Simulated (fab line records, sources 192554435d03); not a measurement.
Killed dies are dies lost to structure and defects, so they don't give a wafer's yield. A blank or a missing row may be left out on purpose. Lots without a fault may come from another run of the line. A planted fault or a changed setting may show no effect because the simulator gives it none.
A struck lot beside a sound one | flow n5_finfet | 16 steps out of a route of 1938
Sound: wafers L840.1, L840.3, L840.6. Struck: wafers L848.3, L848.6. (L848.5 of the same lot was not struck and is left out.) The cause comes at the end.
At each step with rows: each side's tool, then ch and its chambers, then its first start. Under that, the readings that differ: sound wafers | struck wafers | difference of the means | sigmas: that difference in standard deviations of wafers without a fault.
alike: readings whose means differ by less than 2 such deviations, and words and numbers that are the same on both sides. not compared: withheld readings, readings that some wafer has no value for, bounds like >300 that may hide the same value, and numbers for which the record gives no deviation and whose values overlap.
The two part at a step that has a row with sigmas, a row that says differs or no value, or rows on one side only. Numbers that don't overlap but have no deviation are shown without sigmas and don't part them. A reading that every wafer of one side lacks parts them only if that side has two wafers or more.

first, 4 steps without rows for these wafers: N5_BEOL_M3_SOFTBAKE_23 (time 60 s); N5_BEOL_M3_EXPOSE_25 (exposes mask V2, defocus 5 nm); N5_BEOL_M3_PEB_26 (peb time 60 s); N5_BEOL_M3_DEVELOP_27 (develop time 30 s).
N5_BEOL_M3_CD_MEAS_28: target cd 25.7 nm, target cd y 23.3 nm.
  sound on cd_sem-02 ch 0, day 7 02:56; struck on cd_sem-02 ch 0, day 9 23:25
  alike: cd_nm
N5_BEOL_M3_OVL_MEAS_29:
  sound on overlay-01 ch 0, day 7 02:58; struck on overlay-01 ch 0, day 9 23:28
  alike: V2_OVL
N5_BEOL_M3_INSPECT_30: inspects for defects (brightfield).
  sound on defect_inspect-02, day 7 03:01; struck on defect_inspect-01, day 9 23:31
  alike: raw_defect_count
N5_BEOL_M3_DESCUM_33: chemistry O2, time 7 s.
  sound on rie_diel-06 ch 0,2, day 7 03:03; struck on rie_diel-06 ch 0, day 9 23:38
  alike: chamber_pressure_mTorr, drypump_motor_current_A, oes_product_au, rf_vpp_V, showerhead_plenum_p_Torr, throttle_valve_pct
  not compared: rf_hours_counter_h
N5_BEOL_M3_ETCH_77: etches underlayer in N2/H2, target depth 6.5 nm, time 5.2 s.
  sound on rie_diel-06 ch 0,2, day 7 03:05; struck on rie_diel-06 ch 0, day 9 23:41
  alike: chamber_pressure_mTorr, drypump_motor_current_A, etch_rf_on_time_s, oes_product_au, rf_vpp_V, showerhead_plenum_p_Torr, throttle_valve_pct
  not compared: rf_hours_counter_h
N5_BEOL_M3_ETCH_69: etches SiARC in CF4, target depth 15.6 nm, time 26 s.
  sound on rie_diel-06 ch 0,2, day 7 03:07; struck on rie_diel-06 ch 0, day 9 23:41
  alike: chamber_pressure_mTorr, drypump_motor_current_A, etch_rf_on_time_s, oes_product_au, rf_vpp_V, showerhead_plenum_p_Torr, throttle_valve_pct
  not compared: rf_hours_counter_h
N5_BEOL_M3_ALD_98: deposits SiO2, target thk 2.5 nm, pulse time 1 s, co reactant pulse time 1 s.
  sound on ald_sin-04 ch 1,2, day 7 03:11; struck on ald_sin-04 ch 1,3, day 10 00:02
  alike: heater_power_w, precursor_pulse_height_rel
N5_BEOL_M3_ETCHBACK_99: etches SiO2 in CHF3, target depth 5 nm, time 10.4 s.
  sound on rie_diel-02 ch 0,1, day 7 07:45; struck on rie_diel-05 ch 0,2, day 10 01:32
  alike: chamber_pressure_mTorr, drypump_motor_current_A, oes_product_au, rf_vpp_V, showerhead_plenum_p_Torr, throttle_valve_pct
  not compared: rf_hours_counter_h
N5_BEOL_M3_ETCH_70: etches SOC in N2/H2, target depth 80 nm, overetch 16 nm, time 120 s.
  sound on rie_diel-02 ch 0,1, day 7 07:47; struck on rie_diel-05 ch 0,2, day 10 01:35
  reading                                    | sound       | struck | difference | sigmas
  model.SiARC_of_BEOL_M3_COAT_68.thk_nm (nm) | 6.4 6.6 6.4 | 7.2 7  | +0.6       |
  alike: chamber_pressure_mTorr, drypump_motor_current_A, oes_product_au, rf_vpp_V, showerhead_plenum_p_Torr, throttle_valve_pct
  not compared: rf_hours_counter_h
then, 1 step without rows for these wafers: N5_BEOL_M3_STRIP_71 (strips in N2/H2).
N5_BEOL_M4_RC_MEAS_101:
  sound on prober-01 ch 0, day 7 23:04; struck on prober-01 ch 0, day 10 17:47
  alike: DIBL_N, DIBL_P, IOFF_N, IOFF_P, ION_N, ION_P, SS_N, SS_P, VT_N, VT_P
N5_PASSIVATION_PROBE_49:
  the record has rows for the sound wafers here (prober-01, day 12 15:02) and none for the struck ones

WHERE THEY PART
Only at N5_PASSIVATION_PROBE_49, within this record.

WHY: what the simulator had put in
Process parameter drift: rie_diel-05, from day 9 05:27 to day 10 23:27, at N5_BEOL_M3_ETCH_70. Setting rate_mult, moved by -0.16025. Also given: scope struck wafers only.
